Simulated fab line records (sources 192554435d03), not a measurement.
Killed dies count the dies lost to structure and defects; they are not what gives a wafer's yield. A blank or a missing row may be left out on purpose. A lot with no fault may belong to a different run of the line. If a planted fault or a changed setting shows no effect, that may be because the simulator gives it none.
fab line records | flow n5-finfet
[record] lots = 14 wafers = 41 last-day = 18
route steps=1938 shown HKMG_FIN@387 BEOL_M4@1111
lots that met no fault: taken from a fault-free run of the same line
start-h: the number of hours between the record's first day and the start of the first shown wafer of the lot | wait-h: how many hours have passed since the lot's step before this one | " the same as in the row above | L1.1+2: a row that stands for several wafers | - no value, or no start was given | * or withheld: withheld | < > ~ a bound
route shown NAME@n: NAME is a module with steps in the file, n the number in the route of the first one | usual: mean/standard deviation taken from wafers without a fault | same: alike in all rows | chamber/n: place in a boat | sites: each site's reading | _std_site: their standard deviation | _edge_site: mean of outer sites minus mean of inner sites | radius-mm: for every site, how far away it sits from the centre of the wafer | mask NAME#n: copy n | behind: tool/chamber where the wafer was last shaped | hold: what put the lot on hold/how long, in hours/how the hold closed | device: which transistor (n, p or np) failed to switch | end of line: tests of these same wafers at the route's end | for a step that has no rows: nothing shown but its recipe | killed: the dies lost at the first sort to structure and to defects; this is not the yield of the wafer | map: shows each die of a wafer: x if killed, . if not, _ if none is there
set.NAME: the setting that was run; set.NAME@STEP: the one run at that earlier step | model.NAME: the simulator's own value behind a step, which no gauge read
one table for each step of the route and one row for each wafer, over a sample of lots
services: from which hour (start-h, from the record's first day; less than 0 if before it) a tool's chamber was out of use, for how many hours, and why
[[steps]]
[step N5_HKMG_FIN_HK_ANNEAL_02]
[recipe] temp-c = 700 time-s = 30 ambient = N2 idle-temp-c = 600 ramp-up-c-per-s = 150 ramp-down-c-per-s = 60 cool-to-c = 600
[usual] lamp-power-pct = 8.79/0.056 wafer_temp_C_max = 703.0/0.74
[same] time-s = 30
// columns lot.wafer tool chamber start-h wait-h lamp-power-pct wafer_temp_C_max
L256.3 rtp-anneal-01 0 69.35 0.2 8.75 702.7
L256.4 " 0 " " 8.85 702.7
L256.6 " 0 " " 8.83 703.2
L258.1 rtp-anneal-01 0 86.37 0.1 8.76 702.5
L258.4 " 0 " " 8.77 703.1
L258.6 " 0 " " 8.77 702.7
L259.3 rtp-anneal-02 0 88.43 0.2 8.79 702.3
L259.4 " 0 " " 8.77 702.7
L259.6 " 0 " " 8.75 702.2
L262.4 rtp-anneal-01 0 111.04 0.3 8.78 702.9
L262.5 " 0 " " 8.85 704.1
L262.6 " 0 " " 8.76 702.4
L263.3 rtp-anneal-02 0 118.78 0.2 8.93 704.5
L263.5 " 0 " " 8.81 703.3
L263.6 " 0 " " 8.82 701.9
L264.2 rtp-anneal-01 0 119.05 0.2 8.80 703.7
L264.4 " 0 " " 8.75 703.1
L264.5 " 0 " " 8.74 704.4
L266.1 rtp-anneal-02 0 138.43 0.4 8.83 703.8
L266.4 " 0 " " 8.76 702.0
L266.6 " 0 " " 8.77 703.5
L269.1 rtp-anneal-01 0 151.24 0.1 8.70 703.7
L269.3 " 0 " " 8.63 703.7
L269.5 " 0 " " 8.82 703.2
L270.1 rtp-anneal-02 0 159.51 0.1 8.76 701.9
L270.4 " 0 " " 8.71 702.7
L270.5 " 0 " " 8.83 702.5
L275.1 rtp-anneal-02 0 186.65 0.2 8.80 702.2
L275.3 " 0 " " 8.74 704.8
L275.4 " 0 " " 8.72 703.0
L276.3 rtp-anneal-01 0 192.76 0.3 8.79 702.5
L276.4 " 0 " " 8.68 703.3
L276.6 " 0 " " 8.87 703.5
L277.2 rtp-anneal-02 0 199.66 0.1 8.80 702.7
L277.5 " 0 " " 8.74 702.5
L277.6 " 0 " " 8.66 701.9
L278.3 rtp-anneal-01 0 203.51 0.2 8.86 703.5
L278.5 " 0 " " 8.75 705.1
L278.6 " 0 " " 8.73 703.4
L279.2 rtp-anneal-01 0 213.88 0.1 8.79 703.0
L279.5 " 0 " " 8.79 702.1
[step N5_HKMG_FIN_ETCH_54]
[recipe] chemistry = CF4 target = SiARC target-depth-a = 455 mask-material = CAR-ArF time-s = 75.8 ion-energy-ev = 80 pressure-mtorr = 40 source-w = 545 bias-w = 36 Ar_flow_sccm = 100 cf4-flow-sccm = 100 ends = cleared
[usual] bias-w = 36.00/0.1 cf4-flow-sccm = 99.99/0.27 drypump-motor-current-A = 5.8/0.42 etch-rf-on-time-s = 76.7/2.3 oes-product-au = 0.64/0.052 rf-vpp-V = 183.9/1.1 showerhead-plenum-p-Torr = 2.13/0.06 throttle-valve-pct = 15.75/0.21
// columns lot.wafer tool chamber start-h wait-h bias-w cf4-flow-sccm drypump-motor-current-A etch-rf-on-time-s oes-product-au rf-hours-counter-h rf-vpp-V showerhead-plenum-p-Torr throttle-valve-pct
L256.3 rie-diel-02 0 70.17 0.0 35.95 99.76 5.3 74.2 0.65 152 184.0 2.15 15.90
L256.4 " 1 " " 36.06 99.89 5.9 78.8 0.65 99 184.7 2.05 15.42
L256.6 " 1 " " 35.98 99.28 5.8 79.0 0.65 - 182.9 2.05 15.42
L258.1 rie-diel-01 2 87.13 0.0 36.02 99.68 5.7 75.7 0.67 142 185.3 2.22 15.90
L258.4 " 3 " " 35.96 100.20 5.7 75.3 0.67 140 185.7 2.13 15.53
L258.6 " 2 " " 36.04 99.67 5.7 76.7 0.66 - 185.7 2.22 15.89
L259.3 rie-diel-05 2 89.25 0.0 35.93 99.91 5.9 73.9 0.63 173 184.3 2.12 15.62
L259.4 " 3 " " 36.12 99.69 5.6 78.3 0.59 201 184.4 2.22 15.62
L259.6 " 1 " " 35.93 99.72 4.8 76.9 0.61 - 185.7 2.21 15.94
L262.4 rie-diel-01 3 112.01 0.0 35.98 99.99 5.7 76.0 0.67 147 183.7 2.13 15.54
L262.5 " 2 " " 36.11 100.04 5.7 75.4 0.67 - 184.9 2.22 15.90
L262.6 " 3 " " 35.98 99.87 5.7 75.6 0.66 - 185.4 2.13 15.55
L263.3 rie-diel-01 3 119.49 0.0 36.21 99.98 5.7 75.9 0.66 150 182.8 2.13 15.54
L263.5 " 2 " " 36.05 100.24 5.7 76.8 0.66 - 185.1 2.22 15.90
L263.6 " 3 " " 36.17 100.25 5.7 76.5 0.65 - 183.0 2.13 15.56
L264.2 rie-diel-02 0 120.16 0.0 36.11 99.87 5.3 73.8 0.64 170 184.5 2.14 15.93
L264.4 " 3 " " 35.87 100.00 5.9 73.9 0.83 8 184.0 2.11 15.56
L264.5 " 0 " " 36.01 99.64 5.3 73.2 0.65 - 184.4 2.14 15.93
L266.1 rie-diel-01 2 139.31 0.0 36.09 100.30 5.7 78.0 0.65 159 183.3 2.22 15.92
L266.4 " 0 " " 36.11 100.28 6.2 76.0 0.59 - 182.6 2.04 16.04
L266.6 " 3 " " 36.00 100.74 5.7 75.8 0.66 - 183.4 2.13 15.55
L269.1 rie-diel-02 0 152.66 0.0 36.10 100.19 5.3 74.4 0.63 182 184.4 2.14 15.96
L269.3 " 1 " " 35.93 99.93 5.8 79.3 0.63 129 182.6 2.05 15.49
L269.5 " 1 " " 35.95 99.93 5.9 78.5 0.62 - 182.6 2.05 15.48
L270.1 rie-diel-01 2 160.85 0.0 36.21 99.75 5.7 76.0 0.65 168 185.8 2.21 15.95
L270.4 " 3 " " 36.05 100.08 5.8 75.8 0.65 166 186.0 2.12 15.58
L270.5 " 2 " " 36.05 99.77 5.7 75.7 0.66 - 185.3 2.21 15.95
L275.1 rie-diel-01 0 187.53 0.0 35.90 99.80 6.3 76.3 0.59 244 182.5 2.03 16.10
L275.3 " 2 " " 35.90 99.73 5.7 76.6 0.64 178 185.8 2.21 15.99
L275.4 " 0 " " 36.03 100.16 6.3 76.0 0.59 - 183.4 2.03 16.09
L276.3 rie-diel-05 2 193.48 0.0 35.88 99.86 5.9 75.3 0.61 209 182.7 2.11 15.69
L276.4 " 0 " " 36.08 100.68 6.4 80.1 0.62 169 183.0 2.08 15.84
L276.6 " 0 " " 35.98 99.92 6.4 80.5 0.62 - 181.8 2.08 15.82
L277.2 rie-diel-02 3 200.40 0.0 36.02 99.54 5.9 74.2 0.77 36 183.3 2.10 15.59
L277.5 " 3 " " 36.04 99.67 5.9 75.3 0.77 - 184.3 2.10 15.60
L277.6 " 2 " " 36.03 99.89 5.8 79.8 0.66 - 185.0 2.17 15.71
L278.3 rie-diel-02 2 204.20 0.0 35.89 99.83 5.7 79.1 0.66 105 183.8 2.17 15.74
L278.5 " 1 " " 36.01 99.55 5.8 78.4 0.62 - 182.2 2.04 15.50
L278.6 " 2 " " 35.87 99.72 5.7 79.1 0.66 - 185.4 2.17 15.73
L279.2 rie-diel-05 2 214.73 0.0 36.20 99.83 5.9 75.7 0.61 215 183.4 2.11 15.70
L279.5 " 2 " " 36.12 99.78 5.9 75.8 0.60 - 183.3 2.11 15.70
[step N5_HKMG_FIN_WET_ETCH_65]
[recipe] chemistry = TMAH temp-c = 70 conc-wt-pct = 5 target = a-Si stop-on = TiN time-s = 49 target-depth-nm = 3
[usual] bath-guard-temp-C = 70.0/0.4 bath-heat-duty-pct = 13.3/1.5 time-s = 49/0
// columns lot.wafer tool chamber start-h wait-h bath-guard-temp-C bath-heat-duty-pct time-s
L256.3 wet-bench-04 0 72.16 0.0 70.0 13.2 49
L256.4 " 1 " " 70.1 13.9 49
L256.6 " 2 " " 70.2 9.9 49
L258.1 wet-bench-03 2 89.11 0.0 69.8 14.4 49
L258.4 " 1 " " 69.1 12.7 49
L258.6 " 0 " " 69.5 13.0 49
L259.3 wet-bench-02 1 91.23 0.0 70.2 13.8 49
L259.4 " 2 " " 69.3 13.0 49
L259.6 " 5 " " 69.6 15.2 49
L262.4 wet-bench-04 3 113.99 0.0 70.1 14.6 49
L262.5 " 1 " " 69.7 13.9 49
L262.6 " 6 " " 69.8 12.6 49
L263.3 wet-bench-02 7 121.47 0.0 71.0 13.5 49
L263.5 " 3 " " 70.1 11.1 49
L263.6 " 4 " " 70.3 13.7 49
L264.2 wet-bench-04 2 122.16 0.0 70.0 9.8 49
L264.4 " 0 " " 70.2 13.8 49
L264.5 " 5 " " 70.1 12.7 49
L266.1 wet-bench-03 1 141.37 0.0 69.6 13.5 49
L266.4 " 3 " " 70.8 13.8 49
L266.6 " 4 " " 69.7 15.0 49
L269.1 wet-bench-03 6 154.65 0.0 - - -
L269.3 " 1 " " - - -
L269.5 " 3 " " - - -
L270.1 wet-bench-04 2 162.97 0.0 - - -
L270.4 " 0 " " - - -
L270.5 " 1 " " - - -
L275.1 wet-bench-04 2 189.51 0.0 70.2 9.3 49
L275.3 " 3 " " 70.1 15.1 49
L275.4 " 1 " " 70.1 13.5 49
L276.3 wet-bench-04 1 195.51 0.0 70.0 14.4 49
L276.4 " 5 " " 69.9 15.0 49
L276.6 " 0 " " 70.0 13.0 49
L277.2 wet-bench-04 4 202.43 0.0 69.2 15.3 49
L277.5 " 5 " " 70.5 13.9 49
L277.6 " 6 " " 69.1 13.6 49
L278.3 wet-bench-03 3 206.36 0.0 70.8 12.7 49
L278.5 " 2 " " 70.1 13.7 49
L278.6 " 1 " " 69.4 12.3 49
L279.2 wet-bench-04 2 216.77 0.0 69.7 9.3 49
L279.5 " 1 " " 70.2 13.2 49
[step N5_HKMG_FIN_PWFM_ALD_03]
[recipe] material = TiN target-thk-a = 20 temp-c = 400 ald-precursor-family = TiCl4 ald-co-reactant = NH3 pulse-time-s = 1 purge-time-s = 3 co-reactant-purge-time-s = 2 co-reactant-pulse-time-s = 2 ald-cycles = 91 pressure-torr = 3
[usual] heater-power-w = 914/91 precursor-pulse-height-rel = 0.999/0.019
[same] co-reactant-pulse-time-s = 2 co-reactant-purge-time-s = 2
// columns lot.wafer tool chamber start-h wait-h heater-power-w precursor-pulse-height-rel
L256.3 ald-metal-02 0 72.58 0.0 1017 1.003
L256.4 " 2 " " 924 1.023
L256.6 " 1 " " 1028 1.033
L258.1 ald-metal-01 0 89.54 0.0 796 0.981
L258.4 " 2 " " 1006 0.981
L258.6 " 2 " " 1010 1.015
L259.3 ald-metal-03 2 91.66 0.0 890 0.995
L259.4 " 3 " " 866 1.002
L259.6 " 0 " " 687 1.027
L262.4 ald-metal-01 3 114.42 0.0 888 0.976
L262.5 " 0 " " 786 1.008
L262.6 " 1 " " 896 0.984
L263.3 ald-metal-02 0 121.90 0.0 1007 1.019
L263.5 " 2 " " 917 0.984
L263.6 " 3 " " 855 0.995
L264.2 ald-metal-03 3 122.59 0.0 886 1.025
L264.4 " 0 " " 677 0.995
L264.5 " 2 " " 908 0.982
L266.1 ald-metal-02 2 141.80 0.0 919 0.992
L266.4 " 0 " " 1019 0.992
L266.6 " 0 " " 1010 1.010
L269.1 ald-metal-02 3 155.08 0.0 870 1.002
L269.3 " 0 " " 1021 1.029
L269.5 " 3 " " 890 1.005
L270.1 ald-metal-03 0 163.39 0.0 668 1.006
L270.4 " 2 " " 884 1.004
L270.5 " 0 " " 672 1.000
L275.1 ald-metal-02 1 189.94 0.0 1009 0.962
L275.3 " 2 " " 910 0.978
L275.4 " 3 " " 868 0.966
L276.3 ald-metal-02 1 195.93 0.0 985 1.006
L276.4 " 2 " " 912 0.989
L276.6 " 0 " " 1006 1.015
L277.2 ald-metal-03 1 202.85 0.0 922 1.008
L277.5 " 3 " " 885 1.006
L277.6 " 0 " " 687 1.048
L278.3 ald-metal-02 0 206.79 0.0 1025 1.004
L278.5 " 0 " " 1034 1.014
L278.6 " 1 " " 1012 0.983
L279.2 ald-metal-02 2 217.20 0.0 916 0.978
L279.5 " 0 " " 1020 1.020
[step N5_BEOL_M4_RC_MEAS_101]
[usual] DIBL_N = 36.0/2.5 DIBL_P = 36.2/3 EOT_P = 10.45/0.092 IGATE_P = 0.0039/0.00055 IOFF_N = 0.16/0.044 IOFF_N_85C = 3.1/0.72 IOFF_N_LIN = 0.072/0.016 IOFF_N_LONG = 5.5e-05/3.2e-06 IOFF_P = 0.21/0.049 IOFF_P_85C = 3.7/0.7 IOFF_P_LIN = 0.100/0.017 IOFF_P_LONG = 0.000106/1e-05 ION_N = 671/15 ION_P = 461/8.7 SS_N = 71.5/0.72 SS_P = 73.4/0.9 VT_N = 251/4.4 VT_N_LONG = 275.2/2.2 VT_N_LVT = 99/4.7 VT_P = -250/4 VT_P_LONG = -275.2/2.8 VT_P_LVT = -99/3.9
// columns lot.wafer tool chamber start-h wait-h DIBL_N[mV/V] DIBL_P[mV/V] EOT_P IGATE_P[nA/um] IOFF_N[nA/um] IOFF_N_85C[nA/um] IOFF_N_LIN[nA/um] IOFF_N_LONG[nA/um] IOFF_P[nA/um] IOFF_P_85C[nA/um] IOFF_P_LIN[nA/um] IOFF_P_LONG[nA/um] ION_N[uA/um] ION_P[uA/um] SS_N[mV/dec] SS_P[mV/dec] VT_N[mV] VT_N_LONG[mV] VT_N_LVT[mV] VT_P[mV] VT_P_LONG[mV] VT_P_LVT[mV]
L256.3 prober-01 0 180.36 0.3 34.7 33.8 10.51 0.0038 0.13 2.6 0.064 5.8e-05 0.20 3.5 0.102 0.000122 653 456 71.5 72.0 255 272.7 100 -250 -270.9 -97
L256.4 " 0 " " 36.7 36.3 10.50 0.0041 0.16 3.1 0.076 6e-05 0.24 4.1 0.117 0.000122 672 469 71.4 73.8 249 272.8 97 -243 -269.7 -95
L256.6 " 0 " " 33.9 32.7 10.42 0.0039 0.12 2.4 0.059 5.8e-05 0.19 3.3 0.097 0.000125 667 468 71.0 72.1 252 274.4 101 -246 -268.7 -97
L258.1 prober-01 0 189.85 0.8 39.1 39.3 10.38 0.0044 0.23 4.3 0.097 6.2e-05 0.27 4.5 0.121 0.000107 683 463 73.2 74.2 247 271.6 96 -246 -275.3 -94
L258.4 " 0 " " 36.2 36.5 10.43 0.0040 0.17 3.3 0.080 6e-05 0.23 3.8 0.108 0.000121 688 468 71.3 73.4 248 270.7 97 -248 -273.3 -96
L258.6 " 0 " " 35.8 34.4 10.37 0.0037 0.16 3.1 0.070 6e-05 0.20 3.4 0.097 0.000111 659 451 71.9 73.2 249 273.4 99 -248 -273.7 -98
L259.3 prober-02 0 206.96 0.3 32.7 34.3 10.36 0.0043 0.12 2.4 0.057 5.1e-05 0.18 3.3 0.089 0.000108 656 455 70.9 72.2 252 277.4 103 -249 -272.3 -101
L259.4 " 0 " " 37.3 40.0 10.36 0.0046 0.20 3.7 0.085 5.3e-05 0.24 4.1 0.107 0.000111 677 459 72.3 74.3 247 273.7 97 -249 -274.7 -98
L259.6 " 0 " " 35.7 38.5 10.40 0.0044 0.16 3.1 0.072 5.2e-05 0.24 4.0 0.106 0.000108 663 461 71.7 74.3 253 276.5 101 -247 -276.6 -98
L262.4 prober-01 0 219.58 0.5 36.4 36.8 10.36 0.0046 0.15 3.0 0.073 5.2e-05 0.20 3.6 0.099 9.8e-05 678 464 71.5 73.5 252 276.5 100 -251 -277.9 -101
L262.5 " 0 " " 34.6 33.4 10.42 0.0044 0.11 2.4 0.057 5.1e-05 0.16 3.0 0.086 9.1e-05 653 452 70.4 72.5 255 274.6 104 -253 -276.8 -102
L262.6 " 0 " " 35.0 35.4 10.52 0.0040 0.12 2.5 0.060 5.2e-05 0.20 3.5 0.099 0.000102 669 468 71.6 72.8 255 274.1 105 -252 -273.2 -101
L264.2 prober-01 0 222.69 0.2 34.1 32.0 10.33 0.0048 0.11 2.2 0.052 5.4e-05 0.14 2.7 0.075 9.3e-05 661 453 70.8 72.9 259 275.6 102 -259 -279.6 -102
L264.4 " 0 " " 36.0 35.3 10.49 0.0045 0.13 2.6 0.061 5.2e-05 0.16 3.0 0.081 0.000101 658 450 71.4 73.9 255 277.1 102 -258 -275.2 -103
L264.5 " 0 " " 37.1 37.1 10.54 0.0034 0.15 3.0 0.069 5.3e-05 0.20 3.5 0.093 9.2e-05 654 455 72.1 74.2 251 277.2 100 -254 -279.4 -102
L263.3 prober-02 0 223.87 0.3 37.0 36.6 10.45 0.0039 0.16 3.1 0.070 5.3e-05 0.20 3.4 0.093 0.000102 669 457 72.0 73.2 254 275.9 100 -252 -278.2 -101
L263.5 " 0 " " 36.0 35.6 10.35 0.0040 0.14 2.8 0.066 5.3e-05 0.19 3.3 0.091 0.000112 663 460 71.0 72.6 255 275.7 100 -251 -276.3 -100
L263.6 " 0 " " 39.7 40.1 10.41 0.0037 0.21 4.0 0.093 5.3e-05 0.26 4.3 0.112 0.000103 700 473 72.0 74.0 246 277.7 94 -249 -275.2 -96
L266.1 prober-02 0 244.31 0.0 35.8 35.0 10.34 0.0043 0.13 2.7 0.064 5.5e-05 0.19 3.3 0.094 0.000105 662 459 71.5 73.2 253 274.7 102 -253 -276.3 -100
L266.4 " 0 " " 38.2 37.5 10.61 0.0034 0.17 3.3 0.079 5.5e-05 0.22 3.9 0.108 9.8e-05 672 463 72.1 73.5 249 276.3 98 -247 -275.1 -98
L266.6 " 0 " " 35.3 33.7 10.37 0.0050 0.13 2.6 0.062 5.6e-05 0.18 3.2 0.091 0.000112 662 464 71.2 72.7 252 275.6 101 -252 -276.0 -100
L269.1 prober-01 0 258.40 0.0 36.0 37.7 10.93 0.0007 0.00 0.0 0.000 3.9e-05 4.94 51.9 2.399 0.00118 161 573 71.7 73.4 500 514.5 348 -161 -200.7 -12
L269.3 " 0 " " 36.6 39.3 10.79 0.0009 0.00 0.0 0.000 3.7e-05 5.44 56.8 2.554 0.001191 163 587 71.6 74.2 499 512.7 349 -159 -200.5 -11
L269.5 " 0 " " 35.9 36.9 10.85 0.0007 0.00 0.0 0.000 3.9e-05 4.25 46.3 2.092 0.001157 157 561 72.3 73.5 504 515.1 355 -166 -200.4 -15
L270.1 prober-01 0 276.68 0.0 34.6 36.1 10.87 0.0006 0.00 0.0 0.000 3.7e-05 4.04 42.0 1.973 0.001098 145 566 70.8 72.8 516 519.7 361 -164 -202.2 -16
L270.4 " 0 " " 38.4 40.2 10.97 0.0006 0.00 0.0 0.000 3.7e-05 5.73 56.5 2.500 0.001127 152 581 71.7 74.7 505 521.0 353 -162 -202.0 -12
L270.5 " 0 " " 39.2 42.3 10.85 0.0006 0.00 0.0 0.000 3.8e-05 6.52 62.9 2.773 0.001107 151 583 72.1 74.1 504 521.9 351 -161 -202.5 -10
L275.1 prober-01 0 286.74 0.4 33.0 31.1 10.32 0.0046 0.10 2.0 0.048 5.6e-05 0.15 2.6 0.076 0.00011 653 454 71.0 71.9 258 274.7 106 -255 -273.6 -103
L275.3 " 0 " " 32.5 31.6 10.51 0.0044 0.10 2.0 0.047 5.5e-05 0.15 2.8 0.079 0.00011 643 447 70.5 72.3 259 274.9 106 -253 -274.9 -102
L275.4 " 0 " " 35.2 35.9 10.40 0.0034 0.14 2.8 0.069 5.5e-05 0.21 3.6 0.099 0.000119 668 456 71.3 73.8 250 275.6 98 -251 -274.7 -98
L276.3 prober-02 0 306.95 0.3 36.2 37.6 10.46 0.0037 0.16 3.2 0.073 5.2e-05 0.25 4.3 0.114 0.000103 674 477 71.6 73.7 250 275.0 101 -247 -275.8 -98
L276.4 " 0 " " 33.7 33.4 10.40 0.0045 0.11 2.2 0.052 5.2e-05 0.17 3.1 0.085 0.000101 657 453 71.6 72.2 256 277.5 108 -254 -274.8 -104
L276.6 " 0 " " 39.4 39.8 10.44 0.0036 0.22 4.1 0.093 5.3e-05 0.28 4.8 0.124 0.000115 694 471 73.2 73.9 243 275.8 97 -246 -274.7 -97
L278.3 prober-01 0 308.65 0.3 40.1 40.6 10.33 0.0048 0.25 4.7 0.104 5.8e-05 0.31 5.0 0.130 0.000117 689 470 73.0 74.3 245 273.8 91 -242 -275.2 -94
L278.5 " 0 " " 36.2 35.1 10.46 0.0041 0.13 2.7 0.062 5.7e-05 0.19 3.4 0.093 0.000108 651 453 71.1 73.0 255 275.5 102 -252 -275.0 -100
L278.6 " 0 " " 37.9 37.6 10.36 0.0043 0.19 3.7 0.082 5.7e-05 0.25 4.2 0.113 0.000119 675 463 71.8 73.6 246 274.6 95 -246 -274.9 -96
L277.2 prober-01 0 309.42 0.6 36.4 36.3 10.35 0.0044 0.17 3.2 0.077 6.2e-05 0.25 4.2 0.114 0.000128 678 473 72.1 73.6 251 269.9 96 -248 -270.4 -95
L277.5 " 0 " " 39.7 40.5 10.63 0.0031 0.26 4.6 0.112 6.1e-05 0.34 5.4 0.143 0.000119 698 475 72.2 74.3 242 269.2 89 -244 -270.6 -90
L277.6 " 0 " " 34.3 32.5 10.39 0.0039 0.13 2.6 0.063 6.1e-05 0.18 3.3 0.093 0.000121 672 460 70.5 72.5 251 271.2 99 -249 -268.6 -98
L279.2 prober-02 0 318.85 0.2 37.1 38.2 10.27 0.0045 0.17 3.2 0.075 4.9e-05 0.21 3.7 0.095 0.0001 685 470 71.1 74.5 253 277.9 100 -253 -280.8 -103
L279.5 " 0 " " 34.0 34.5 10.40 0.0039 0.12 2.5 0.060 4.9e-05 0.16 2.9 0.078 8.6e-05 675 460 70.8 73.5 252 276.1 102 -258 -279.6 -105
[[services]]
// columns tool chamber start-h hours kind
rie-diel-02 - 65.60 2.8 pm
rie-diel-01 3 70.89 5.6 repair
wet-bench-03 - 72.24 1.0 repair
rie-diel-02 3 72.95 - clean
rie-diel-02 3 72.95 - consumable-replace:focus-ring
rie-diel-02 3 72.95 20.8 scheduled-down
rie-diel-02 3 72.95 20.8 vent-cycle
wet-bench-02 - 98.44 0.9 repair
rie-diel-05 3 132.65 7.5 repair
rie-diel-01 1 135.00 12.9 repair
rie-diel-01 1 177.02 - clean
rie-diel-01 1 177.02 - consumable-replace:esc
rie-diel-01 1 177.02 - consumable-replace:focus-ring
ald-metal-03 - 186.39 1.1 repair
rie-diel-02 - 195.71 3.6 repair
rie-diel-01 0 199.26 - clean
rie-diel-01 0 199.26 - consumable-replace:focus-ring
rie-diel-01 0 199.26 - consumable-replace:showerhead
rie-diel-01 0 199.26 18.1 scheduled-down
rie-diel-01 0 199.26 18.1 vent-cycle
wet-bench-02 - 202.28 1.9 pm
rie-diel-05 0 203.48 8.1 repair
rie-diel-02 2 205.00 27.5 repair
ald-metal-03 - 209.59 8.7 pm
[[key]]
[first-sign] step = N5_HKMG_FIN_WET_ETCH_65 reading = tool-record direction = missing
[effect] step = N5_BEOL_M4_RC_MEAS_101 reading = IOFF_P_LIN direction = up sigmas = 99+ usual = 0.100 struck = 2.382
[effect] step = N5_BEOL_M4_RC_MEAS_101 reading = VT_N_LONG direction = up sigmas = 99+ usual = 275.2 struck = 517.5
[effect] step = N5_BEOL_M4_RC_MEAS_101 reading = IOFF_P_LONG direction = up sigmas = 99+ usual = 0.000106 struck = 0.001143
[effect] step = N5_BEOL_M4_RC_MEAS_101 reading = IOFF_P direction = up sigmas = 99+ usual = 0.21 struck = 5.15
[effect] step = N5_BEOL_M4_RC_MEAS_101 reading = IOFF_P_85C direction = up sigmas = 70 usual = 3.7 struck = 52.7
[effect] step = N5_BEOL_M4_RC_MEAS_101 reading = VT_N direction = up sigmas = 58 usual = 251 struck = 505
[effect] step = N5_BEOL_M4_RC_MEAS_101 reading = VT_N_LVT direction = up sigmas = 54 usual = 99 struck = 353
[effect] step = N5_BEOL_M4_RC_MEAS_101 reading = ION_N direction = down sigmas = 34 usual = 671 struck = 155
[effect] step = N5_BEOL_M4_RC_MEAS_101 reading = VT_P_LONG direction = up sigmas = 26 usual = -275.2 struck = -201.4
[effect] step = N5_BEOL_M4_RC_MEAS_101 reading = VT_P direction = up sigmas = 22 usual = -250 struck = -162
[effect] step = N5_BEOL_M4_RC_MEAS_101 reading = VT_P_LVT direction = up sigmas = 22 usual = -99 struck = -13
[effect] step = N5_BEOL_M4_RC_MEAS_101 reading = ION_P direction = up sigmas = 13 usual = 461 struck = 575
met-at N5_HKMG_FIN_WET_ETCH_65
struck-lots L269,L270
rows-end L270.1,L270.4,L270.5
sort-left-out L269.1,L269.3,L269.5
not-acting-at N5_HKMG_FIN_HK_ANNEAL_02,N5_HKMG_FIN_ETCH_54,N5_HKMG_FIN_PWFM_ALD_03
onset-between 141.37 154.65
[fault] kind = skipped-step-whole tool = wet-bench-03,wet-bench-04 chamber = - onset-h = 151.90 steps = N5_HKMG_FIN_WET_ETCH_65 scope = struck-lots-only
// sort-left-out: the simulated sort isn't trusted on such a fault, so these wafers' sort isn't shown, and their yield isn't known
// rows-end: these wafers met a further fault down the route, and their rows from its step on are left out
